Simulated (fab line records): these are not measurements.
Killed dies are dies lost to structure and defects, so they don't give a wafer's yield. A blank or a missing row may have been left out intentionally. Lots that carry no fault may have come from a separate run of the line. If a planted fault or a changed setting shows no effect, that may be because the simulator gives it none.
fab line records + flow n5-finfet
[record]
- lots = 7
- wafers = 21
route steps=1938 shown BEOL_M4@1031 BEOL_M5@1118
start-h: hours from the record's first day to the start of the lot's first wafer shown + wait-h: hours since the lot's step before + " identical to the entry in the row above + L1.1+2: a single row standing in for several wafers + - either no value or no given start + * or withheld: withheld + < > ~ a bound
route shown NAME@n: NAME is a module with steps in the file, n the number in the route of the first one + usual: mean and standard deviation over wafers with no fault + same: alike in all rows + chamber/n: place in a boat + sites: the reading at each site + _std_site: the values' standard deviation + _edge_site: the outer-site mean with the inner-site mean subtracted + radius-mm: how far each site lies from the wafer's centre + mask NAME#n: copy n + behind: the tool/chamber that last shaped the wafer + hold: reason for holding the lot/hours on hold/outcome of the hold + device: the transistor (n, p or np) that didn't switch + end of line: tests of these same wafers at the route's end + step lacking rows: just its recipe + killed: not the wafer's yield, but the dies lost to structure and defects at the first sort + map: shows each die of a wafer: x if killed, . if not, _ if none is there
set.NAME: setting as actually run; set.NAME@STEP: the setting as run at that earlier step + model.NAME: the simulator's own value behind a step, which no gauge read
lots where settings were altered on purpose, with a table for each step and a row for each wafer
[[steps]]
[step N5_BEOL_M4_EXPOSE_08]
[recipe]
- mask-id = M4
- na = 0.33
- source-shape = dipole
- sigma-inner = 0.369
- sigma-outer = 0.767
- polarization = unpolarized
- dose-mj = 41.25
| lot.wafer  | tool           | chamber | start-h | wait-h | mask | set.dose-mj |
|------------|----------------|---------|---------|--------|------|-------------|
| L075.2+4+5 | euv-scanner-02 | 0       | 159.87  | -      | M4#0 | 41.25       |
| L081.4+5+6 | euv-scanner-01 | 0       | 201.88  | -      | M4#0 | 41.25       |
| L082.2     | euv-scanner-02 | 0       | 212.19  | -      | M4#0 | 41.25       |
| L082.3+6   | "              | 0       | "       | "      | M4#0 | 38.42       |
| L085.1+2+5 | euv-scanner-02 | 0       | 235.82  | -      | M4#0 | 41.25       |
| L088.2+6   | euv-scanner-01 | 0       | 243.82  | -      | M4#0 | 41.25       |
| L088.5     | "              | 0       | "       | "      | M4#0 | 42.64       |
| L093.2+4+6 | euv-scanner-02 | 0       | 279.28  | -      | M4#0 | 41.25       |
| L095.1+4   | euv-scanner-02 | 0       | 294.04  | -      | M4#0 | 41.25       |
| L095.3     | "              | 0       | "       | "      | M4#0 | 42.76       |
[step N5_BEOL_M4_PEB_09]
[recipe]
- peb-temp-c = 100
- peb-time-s = 60
- resist = CAR-EUV
[step N5_BEOL_M4_DEVELOP_10]
[recipe]
- develop-time-s = 30
- developer = TMAH
- resist = CAR-EUV
- rinse-liquid = surfactant-rinse
- dry = air-spin
- dev-temp-c = 23
[step N5_BEOL_M4_CD_MEAS_11]
[recipe]
- target-cd-nm = 16.79
- landing-energy-ev = 500
- detector = se-inlens
- polarity = opening
[usual]
- cd-nm = 16.81/0.24
| lot.wafer | tool      | chamber | start-h | wait-h | set.dose-mj@BEOL_M4_EXPOSE_08 | cd-nm |
|-----------|-----------|---------|---------|--------|-------------------------------|-------|
| L075.2    | cd-sem-02 | 0       | 160.00  | -      | 41.25                         | 17.05 |
| L075.4    | "         | 0       | "       | "      | 41.25                         | 16.82 |
| L075.5    | "         | 0       | "       | "      | 41.25                         | 16.77 |
| L081.4    | cd-sem-03 | 0       | 202.00  | -      | 41.25                         | 16.17 |
| L081.5    | "         | 0       | "       | "      | 41.25                         | 17.02 |
| L081.6    | "         | 0       | "       | "      | 41.25                         | 16.71 |
| L082.2    | cd-sem-01 | 0       | 212.32  | -      | 41.25                         | 17.10 |
| L082.3    | "         | 0       | "       | "      | 38.42                         | 15.33 |
| L082.6    | "         | 0       | "       | "      | 38.42                         | 14.63 |
| L085.1    | cd-sem-01 | 0       | 235.95  | -      | 41.25                         | 16.91 |
| L085.2    | "         | 0       | "       | "      | 41.25                         | 16.94 |
| L085.5    | "         | 0       | "       | "      | 41.25                         | 16.85 |
| L088.2    | cd-sem-03 | 0       | 243.95  | -      | 41.25                         | 16.72 |
| L088.5    | "         | 0       | "       | "      | 42.64                         | 17.31 |
| L088.6    | "         | 0       | "       | "      | 41.25                         | 16.87 |
| L093.2    | cd-sem-01 | 0       | 279.40  | -      | 41.25                         | 17.05 |
| L093.4    | "         | 0       | "       | "      | 41.25                         | 17.12 |
| L093.6    | "         | 0       | "       | "      | 41.25                         | 17.02 |
| L095.1    | cd-sem-02 | 0       | 294.17  | -      | 41.25                         | 16.71 |
| L095.3    | "         | 0       | "       | "      | 42.76                         | 17.52 |
| L095.4    | "         | 0       | "       | "      | 41.25                         | 17.06 |
[step N5_BEOL_M4_DESCUM_16]
[recipe]
- chemistry = O2
- time-s = 7
- source-power-w = 50
- bias-power-w = 20
- pressure-mtorr = 20
- rf-frequency-hz = 2.712e+07
- temp-c = 40
- resist = CAR-EUV
- o2-flow-sccm = 225
[step N5_BEOL_M4_ETCH_74]
[recipe]
- chemistry = N2/H2
- target = underlayer
- target-depth-a = 65
- mask-material = CAR-EUV
- time-s = 5.2
- ion-energy-ev = 200
- pressure-mtorr = 30
- source-w = 840
- bias-w = 150
- n2-flow-sccm = 200
- h2-flow-sccm = 200
- ends = cleared
| lot.wafer  | tool        | chamber | start-h | wait-h | set.dose-mj@BEOL_M4_EXPOSE_08 | model.BEOL_M4.cd-offset-nm |
|------------|-------------|---------|---------|--------|-------------------------------|----------------------------|
| L075.2+5   | rie-diel-06 | 1,3     | 160.15  | 0.0    | 41.25                         | 0                          |
| L075.4     | "           | 2       | "       | "      | 41.25                         | -0.2                       |
| L081.4     | rie-diel-02 | 3       | 202.15  | 0.0    | 41.25                         | -0.4                       |
| L081.5     | "           | 1       | "       | "      | 41.25                         | 0.2                        |
| L081.6     | "           | 2       | "       | "      | 41.25                         | 0                          |
| L082.2     | rie-diel-06 | 1       | 212.48  | 0.0    | 41.25                         | 0.2                        |
| L082.3     | "           | 2       | "       | "      | 38.42                         | -1.4                       |
| L082.6     | "           | 3       | "       | "      | 38.42                         | -1.6                       |
| L085.1+2+5 | rie-diel-05 | 3,1,3   | 236.62  | 0.0    | 41.25                         | 0                          |
| L088.2+6   | rie-diel-02 | 0       | 244.37  | 0.0    | 41.25                         | -0.2                       |
| L088.5     | "           | 1       | "       | "      | 42.64                         | 0.6                        |
| L093.2+6   | rie-diel-02 | 2       | 279.60  | 0.0    | 41.25                         | 0.4                        |
| L093.4     | "           | 0       | "       | "      | 41.25                         | 0.2                        |
| L095.1     | rie-diel-05 | 3       | 294.32  | 0.0    | 41.25                         | -0.2                       |
| L095.3     | "           | 1       | "       | "      | 42.76                         | 0.6                        |
| L095.4     | "           | 2       | "       | "      | 41.25                         | 0                          |
[step N5_BEOL_M4_ETCH_63]
[recipe]
- chemistry = CF4
- target = SiARC
- target-depth-a = 156
- mask-material = CAR-EUV
- time-s = 26
- ion-energy-ev = 80
- pressure-mtorr = 40
- source-w = 545
- bias-w = 36
- Ar_flow_sccm = 100
- cf4-flow-sccm = 100
- ends = cleared
[step N5_BEOL_M4_ETCH_64]
[recipe]
- chemistry = N2/H2
- target = SOC
- target-depth-a = 750
- overetch-a = 225
- mask-material = SiARC
- temp-c = 40
- time-s = 121.9
- ion-energy-ev = 200
- pressure-mtorr = 30
- source-w = 840
- bias-w = 150
- n2-flow-sccm = 200
- h2-flow-sccm = 200
| lot.wafer | tool        | chamber | start-h | wait-h | set.dose-mj@BEOL_M4_EXPOSE_08 | model.BEOL_M4.cd-offset-nm |
|-----------|-------------|---------|---------|--------|-------------------------------|----------------------------|
| L075.2    | rie-diel-06 | 1       | 160.20  | 0.0    | 41.25                         | -0.2                       |
| L075.4+5  | "           | 2,3     | "       | "      | 41.25                         | -0.4                       |
| L081.4    | rie-diel-02 | 3       | 202.19  | 0.0    | 41.25                         | -0.2                       |
| L081.5    | "           | 1       | "       | "      | 41.25                         | 0.2                        |
| L081.6    | "           | 2       | "       | "      | 41.25                         | 0                          |
| L082.2    | rie-diel-06 | 1       | 212.52  | 0.0    | 41.25                         | 0.2                        |
| L082.3    | "           | 2       | "       | "      | 38.42                         | -1.6                       |
| L082.6    | "           | 3       | "       | "      | 38.42                         | -1.4                       |
| L085.1+5  | rie-diel-05 | 3       | 236.66  | 0.0    | 41.25                         | 0                          |
| L085.2    | "           | 1       | "       | "      | 41.25                         | -0.2                       |
| L088.2+6  | rie-diel-02 | 0       | 244.42  | 0.0    | 41.25                         | -0.4                       |
| L088.5    | "           | 1       | "       | "      | 42.64                         | 0.4                        |
| L093.2+6  | rie-diel-02 | 2       | 279.64  | 0.0    | 41.25                         | 0.2                        |
| L093.4    | "           | 0       | "       | "      | 41.25                         | 0.4                        |
| L095.1    | rie-diel-05 | 3       | 294.37  | 0.0    | 41.25                         | -0.4                       |
| L095.3    | "           | 1       | "       | "      | 42.76                         | 0.2                        |
| L095.4    | "           | 2       | "       | "      | 41.25                         | -0.2                       |
[step N5_BEOL_M4_STRIP_65]
[recipe]
- chemistry = N2/H2
- temp-c = 40
- n2-flow-sccm = 200
- h2-flow-sccm = 200
- rf-frequency-hz = 6e+07
[step N5_BEOL_M4_STRIP_75]
[recipe]
- chemistry = N2/H2
- temp-c = 40
- n2-flow-sccm = 200
- h2-flow-sccm = 200
- rf-frequency-hz = 6e+07
[step N5_BEOL_M4_STRIP_66]
[recipe]
- chemistry = CF4
- resist = SiARC
- power-w = 300
- bias-power-w = 75
- pressure-mtorr = 50
- cf4-flow-sccm = 150
- rf-frequency-hz = 6e+07
[step N5_BEOL_M4_HM_OPEN_17]
[recipe]
- chemistry = Cl2/BCl3
- target-depth-a = 200
- overetch-a = 60
- target = TiN
- mask-material = SOC
- ion-energy-ev = 150
- pressure-mtorr = 10
- icp-w = 1000
- bias-w = 126
- Cl2_flow_sccm = 53.25
- bcl3-flow-sccm = 21.75
- Ar_flow_sccm = 25
| lot.wafer  | tool         | chamber | start-h | wait-h | set.dose-mj@BEOL_M4_EXPOSE_08 | model.BEOL_M4.cd-offset-nm |
|------------|--------------|---------|---------|--------|-------------------------------|----------------------------|
| L075.2     | rie-metal-01 | 1       | 160.37  | 0.0    | 41.25                         | 0                          |
| L075.4     | "            | 1       | "       | "      | 41.25                         | -0.4                       |
| L075.5     | "            | 0       | "       | "      | 41.25                         | -0.2                       |
| L081.4+6   | rie-metal-01 | 0,1     | 202.40  | 0.1    | 41.25                         | 0                          |
| L081.5     | "            | 0       | "       | "      | 41.25                         | 0.2                        |
| L082.2     | rie-metal-02 | 0       | 212.69  | 0.0    | 41.25                         | 0.2                        |
| L082.3     | "            | 1       | "       | "      | 38.42                         | -1.6                       |
| L082.6     | "            | 0       | "       | "      | 38.42                         | -1.4                       |
| L085.1+2+5 | rie-metal-02 | 1,0,1   | 236.84  | 0.0    | 41.25                         | 0                          |
| L088.2     | rie-metal-03 | 0       | 244.62  | 0.1    | 41.25                         | -0.4                       |
| L088.5     | "            | 0       | "       | "      | 42.64                         | 0.4                        |
| L088.6     | "            | 0       | "       | "      | 41.25                         | -0.6                       |
| L093.2+6   | rie-metal-02 | 1,0     | 279.82  | 0.0    | 41.25                         | 0.4                        |
| L093.4     | "            | 0       | "       | "      | 41.25                         | 0.6                        |
| L095.1     | rie-metal-03 | 0       | 294.54  | 0.0    | 41.25                         | -0.2                       |
| L095.3     | "            | 1       | "       | "      | 42.76                         | 0.2                        |
| L095.4     | "            | 0       | "       | "      | 41.25                         | 0                          |
[step N5_BEOL_M4_STRIP_19]
[recipe]
- chemistry = O2
- power-w = 400
- temp-c = 40
- pressure-mtorr = 30
- rf-frequency-hz = 6e+07
- bias-power-w = 0
- overash-fraction = 0.2
- o2-flow-sccm = 225
[step N5_BEOL_M4_CD_MEAS_18]
[recipe]
- pitch-nm = 36
- target-cd-nm = 18
[usual]
- cd-nm = 18.00/0.3
| lot.wafer | tool      | chamber | start-h | wait-h | set.dose-mj@BEOL_M4_EXPOSE_08 | cd-nm |
|-----------|-----------|---------|---------|--------|-------------------------------|-------|
| L075.2    | cd-sem-03 | -       | 160.76  | 0.1    | 41.25                         | 17.81 |
| L075.4    | "         | -       | "       | "      | 41.25                         | 17.58 |
| L075.5    | "         | -       | "       | "      | 41.25                         | 17.65 |
| L081.4    | cd-sem-01 | -       | 202.55  | 0.0    | 41.25                         | 18.14 |
| L081.5    | "         | -       | "       | "      | 41.25                         | 18.52 |
| L081.6    | "         | -       | "       | "      | 41.25                         | 18.03 |
| L082.2    | cd-sem-01 | -       | 212.91  | 0.1    | 41.25                         | 17.93 |
| L082.3    | "         | -       | "       | "      | 38.42                         | 16.04 |
| L082.6    | "         | -       | "       | "      | 38.42                         | 16.34 |
| L085.1    | cd-sem-03 | -       | 237.14  | 0.0    | 41.25                         | 17.88 |
| L085.2    | "         | -       | "       | "      | 41.25                         | 18.35 |
| L085.5    | "         | -       | "       | "      | 41.25                         | 18.22 |
| L088.2    | cd-sem-02 | -       | 245.10  | 0.1    | 41.25                         | 17.75 |
| L088.5    | "         | -       | "       | "      | 42.64                         | 18.19 |
| L088.6    | "         | -       | "       | "      | 41.25                         | 17.63 |
| L093.2    | cd-sem-03 | -       | 280.19  | 0.1    | 41.25                         | 18.65 |
| L093.4    | "         | -       | "       | "      | 41.25                         | 18.30 |
| L093.6    | "         | -       | "       | "      | 41.25                         | 18.40 |
| L095.1    | cd-sem-02 | -       | 294.72  | 0.0    | 41.25                         | 17.92 |
| L095.3    | "         | -       | "       | "      | 42.76                         | 18.51 |
| L095.4    | "         | -       | "       | "      | 41.25                         | 17.88 |
[step N5_BEOL_M4_TRENCH_ETCH_37]
[recipe]
- chemistry = C4F6/O2
- target-depth-a = 555.55
- target = SiOC
- time-s = 29.2
- ion-energy-ev = 250
- pressure-mtorr = 30
- source-w = 355
- bias-w = 185
- Ar_flow_sccm = 300
- C4F6_flow_sccm = 10
- O2_flow_sccm = 10
[usual]
- rf-vpp-V = 670/6.5
| lot.wafer | tool        | chamber | start-h | wait-h | set.bias-w | rf-vpp-V |
|-----------|-------------|---------|---------|--------|------------|----------|
| L075.2    | rie-diel-05 | 1       | -       | -      | 185        | 682      |
| L075.4    | "           | 0       | "       | "      | 185        | 663      |
| L075.5    | "           | 3       | "       | "      | 185        | 669      |
| L081.4    | rie-diel-05 | 3       | -       | -      | 215.2      | 753      |
| L081.5    | "           | 0       | "       | "      | 185        | 662      |
| L081.6    | "           | 3       | "       | "      | 185        | 669      |
| L082.2    | rie-diel-02 | 2       | -       | -      | 196.4      | 712      |
| L082.3    | "           | 0       | "       | "      | 185        | 671      |
| L082.6    | "           | 3       | "       | "      | 196.4      | 704      |
| L085.1    | rie-diel-06 | 2       | -       | -      | 185        | 665      |
| L085.2    | "           | 0       | "       | "      | 160.3      | 584      |
| L085.5    | "           | 3       | "       | "      | 185        | 675      |
| L088.2    | rie-diel-06 | 3       | -       | -      | 185        | 675      |
| L088.5    | "           | 3       | "       | "      | 185        | 676      |
| L088.6    | "           | 0       | "       | "      | 213.3      | 732      |
| L093.2    | rie-diel-05 | 0       | -       | -      | 185        | 661      |
| L093.4    | "           | 2       | "       | "      | 185        | 671      |
| L093.6    | "           | 2       | "       | "      | 185        | 670      |
| L095.1    | rie-diel-06 | 2       | -       | -      | 185        | 665      |
| L095.3    | "           | 3       | "       | "      | 185        | 676      |
| L095.4    | "           | 1       | "       | "      | 185        | 675      |
[step N5_BEOL_M4_ETCH_41]
[recipe]
- chemistry = CH3F/O2
- target = SiCN
- target-depth-a = 299
- taper-deg = 2
- time-s = 52.5
- ion-energy-ev = 120
- mask-material = TiN
- pressure-mtorr = 30
- source-w = 395
- bias-w = 75
- Ar_flow_sccm = 150
- CH3F_flow_sccm = 30
- O2_flow_sccm = 20
[step N5_BEOL_M4_STRIP_97]
[recipe]
- chemistry = N2/H2
- time-s = 10
- power-w = 450
- temp-c = 40
- pressure-mtorr = 20
- rf-frequency-hz = 6e+07
- bias-power-w = 7
- n2-flow-sccm = 200
- h2-flow-sccm = 200
[step N5_BEOL_M4_PRECLEAN_42]
[recipe]
- chemistry = residue-remover
- time-s = 60
- temp-c = 40
[step N5_BEOL_M4_SRD_43]
[recipe]
- time-s = 30
- temp-c = 23
- rinse-liquid = diw
- dry = ipa-marangoni
[step N5_BEOL_M4_CD_MEAS_35]
[recipe]
- target-cd-nm = 18
- target-cd-y-nm = 22.4
- polarity = opening
[usual]
- cd-nm = 18.0/0.32
| lot.wafer | tool      | chamber | start-h | wait-h | set.dose-mj@BEOL_M4_EXPOSE_08 | cd-nm |
|-----------|-----------|---------|---------|--------|-------------------------------|-------|
| L075.2    | cd-sem-01 | -       | 169.15  | 0.0    | 41.25                         | 18.0  |
| L075.4    | "         | -       | "       | "      | 41.25                         | 17.6  |
| L075.5    | "         | -       | "       | "      | 41.25                         | 17.5  |
| L081.4    | cd-sem-03 | -       | 213.03  | 0.0    | 41.25                         | 17.8  |
| L081.5    | "         | -       | "       | "      | 41.25                         | 18.3  |
| L081.6    | "         | -       | "       | "      | 41.25                         | 18.0  |
| L082.2    | cd-sem-01 | -       | 220.25  | 0.0    | 41.25                         | 18.0  |
| L082.3    | "         | -       | "       | "      | 38.42                         | 16.4  |
| L082.6    | "         | -       | "       | "      | 38.42                         | 16.3  |
| L085.1    | cd-sem-03 | -       | 244.49  | 0.0    | 41.25                         | 18.3  |
| L085.2    | "         | -       | "       | "      | 41.25                         | 17.8  |
| L085.5    | "         | -       | "       | "      | 41.25                         | 18.1  |
| L088.2    | cd-sem-03 | -       | 247.56  | 0.0    | 41.25                         | 17.4  |
| L088.5    | "         | -       | "       | "      | 42.64                         | 18.2  |
| L088.6    | "         | -       | "       | "      | 41.25                         | 17.4  |
| L093.2    | cd-sem-01 | -       | 282.66  | 0.0    | 41.25                         | 18.4  |
| L093.4    | "         | -       | "       | "      | 41.25                         | 18.4  |
| L093.6    | "         | -       | "       | "      | 41.25                         | 18.3  |
| L095.1    | cd-sem-03 | -       | 300.00  | 0.0    | 41.25                         | 17.8  |
| L095.3    | "         | -       | "       | "      | 42.76                         | 18.5  |
| L095.4    | "         | -       | "       | "      | 41.25                         | 18.0  |
[step N5_BEOL_M5_COAT_60]
[recipe]
- resist = SiARC
- temp-c = 220
- time-s = 60
- spin-rpm = 1500
- resist-thk-nm = 12
| lot.wafer  | tool           | chamber | start-h | wait-h | set.spin-rpm | model.SiARC_of_BEOL_M5_COAT_60.thk-nm |
|------------|----------------|---------|---------|--------|--------------|---------------------------------------|
| L075.2+5   | litho-track-05 | 0       | -       | -      | 1331         | 12.8                                  |
| L075.4     | "              | 0       | "       | "      | 1500         | 12                                    |
| L081.4+5+6 | litho-track-03 | 0       | -       | -      | 1500         | 12                                    |
| L082.2+3   | litho-track-05 | 0       | -       | -      | 1500         | 12                                    |
| L082.6     | "              | 0       | "       | "      | 1585         | 11.8                                  |
| L085.1+2   | litho-track-02 | 0       | -       | -      | 1500         | 12                                    |
| L085.5     | "              | 0       | "       | "      | 1636         | 11.4                                  |
| L088.2+6   | litho-track-03 | 0       | -       | -      | 1500         | 12                                    |
| L088.5     | "              | 0       | "       | "      | 1500         | 12.2                                  |
| L093.2+4+6 | litho-track-03 | 0       | -       | -      | 1500         | 12                                    |
| L095.1+4   | litho-track-03 | 0       | -       | -      | 1586         | 11.6                                  |
| L095.3     | "              | 0       | "       | "      | 1500         | 12                                    |
[[key]]
[split]
- step = N5_BEOL_M4_EXPOSE_08
- setting = dose-mj
- stated = 41.25
- by = wafer
[response]
- step = N5_BEOL_M4_CD_MEAS_11
- reading = cd-nm
- change = +0.259
- per = 1%
- r = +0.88
[response]
- step = N5_BEOL_M4_ETCH_74
- reading = model.BEOL_M4.cd-offset-nm
- change = +0.236
- per = 1%
- r = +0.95
[response]
- step = N5_BEOL_M4_ETCH_64
- reading = model.BEOL_M4.cd-offset-nm
- change = +0.225
- per = 1%
- r = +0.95
[response]
- step = N5_BEOL_M4_HM_OPEN_17
- reading = model.BEOL_M4.cd-offset-nm
- change = +0.22
- per = 1%
- r = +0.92
[response]
- step = N5_BEOL_M4_CD_MEAS_18
- reading = cd-nm
- change = +0.221
- per = 1%
- r = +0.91
[response]
- step = N5_BEOL_M4_CD_MEAS_35
- reading = cd-nm
- change = +0.219
- per = 1%
- r = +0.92
[split]
- step = N5_BEOL_M4_TRENCH_ETCH_37
- setting = bias-w
- stated = 185
- by = wafer
[response]
- step = N5_BEOL_M4_TRENCH_ETCH_37
- reading = rf-vpp-V
- change = +5.12
- per = 1%
- r = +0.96
[split]
- step = N5_BEOL_M5_COAT_60
- setting = spin-rpm
- stated = 1500
- by = wafer
[response]
- step = N5_BEOL_M5_COAT_60
- reading = model.SiARC_of_BEOL_M5_COAT_60.thk-nm
- change = -0.0652
- per = 1%
- r = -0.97
